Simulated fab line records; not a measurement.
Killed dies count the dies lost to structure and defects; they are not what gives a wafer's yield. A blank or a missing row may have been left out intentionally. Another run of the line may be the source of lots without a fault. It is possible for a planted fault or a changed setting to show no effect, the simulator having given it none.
Matching of chambers || flow n5_finfet || N5_BEOL_M5_PECVD_70 on pecvd-01: 3 sister chambers
The step deposits SiO2 from TEOS/O2, target thk 16 nm, time 18 s. 6 wafers are shown with their chamber, then 8 later ones without.

WAFERS WITH THEIR CHAMBER
{"wafer": "L078.6", "chamber": 1, "throttle_valve_pct (%)": 24.2, "showerhead_plenum_p_Torr (Torr)": 8.81}
{"wafer": "L086.5", "chamber": 1, "throttle_valve_pct (%)": 24.3, "showerhead_plenum_p_Torr (Torr)": 8.80}
{"wafer": "L083.1", "chamber": 0, "throttle_valve_pct (%)": 21.3, "showerhead_plenum_p_Torr (Torr)": 8.74}
{"wafer": "L083.3", "chamber": 2, "throttle_valve_pct (%)": 23.8, "showerhead_plenum_p_Torr (Torr)": 8.79}
{"wafer": "L083.5", "chamber": 2, "throttle_valve_pct (%)": 23.7, "showerhead_plenum_p_Torr (Torr)": 8.78}
{"wafer": "L090.1", "chamber": 0, "throttle_valve_pct (%)": 21.1, "showerhead_plenum_p_Torr (Torr)": 8.76}

WAFERS WITH NO CHAMBER GIVEN
{"wafer": "L090.4", "throttle_valve_pct (%)": 23.7, "showerhead_plenum_p_Torr (Torr)": 8.76}
{"wafer": "L090.5", "throttle_valve_pct (%)": 21.5, "showerhead_plenum_p_Torr (Torr)": 8.76}
{"wafer": "L095.2", "throttle_valve_pct (%)": 21.3, "showerhead_plenum_p_Torr (Torr)": 8.76}
{"wafer": "L095.5", "throttle_valve_pct (%)": 21.5, "showerhead_plenum_p_Torr (Torr)": 8.78}
{"wafer": "L095.6", "throttle_valve_pct (%)": 24.1, "showerhead_plenum_p_Torr (Torr)": 8.77}
{"wafer": "L096.1", "throttle_valve_pct (%)": 21.3, "showerhead_plenum_p_Torr (Torr)": 8.73}
{"wafer": "L096.2", "throttle_valve_pct (%)": 24.3, "showerhead_plenum_p_Torr (Torr)": 8.82}
{"wafer": "L096.3", "throttle_valve_pct (%)": 24.2, "showerhead_plenum_p_Torr (Torr)": 8.76}

EACH ONE'S CHAMBER
{"wafer": "L090.4", "from the rows above": 2, "in truth": 2}
{"wafer": "L090.5", "from the rows above": 0, "in truth": 0}
{"wafer": "L095.2", "from the rows above": 0, "in truth": 0}
{"wafer": "L095.5", "from the rows above": 0, "in truth": 0}
{"wafer": "L095.6", "from the rows above": "can't be placed: 2 or 1", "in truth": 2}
{"wafer": "L096.1", "from the rows above": 0, "in truth": 0}
{"wafer": "L096.2", "from the rows above": 1, "in truth": 1}
{"wafer": "L096.3", "from the rows above": "can't be placed: 1 or 2", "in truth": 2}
6 of 8 placed correctly. Can't be placed from these rows: 2 (the true chamber is among the candidates in 2). Wrongly placed: 0.
How it was worked out, from the rows above alone: a wafer's distance from a chamber is the root of the sum, over the readings, of the square of ((its reading less the chamber's mean) divided by the reading's scatter). If the next closest chamber is less than 2 further off than the closest, the wafer can't be placed; otherwise it belongs to the closest. For every chamber, the mean is computed from those of its wafers that are shown. The scatter is the square root of a quotient: the sum, over the shown wafers, of each reading's squared deviation from its chamber's mean, divided by wafers minus chambers.
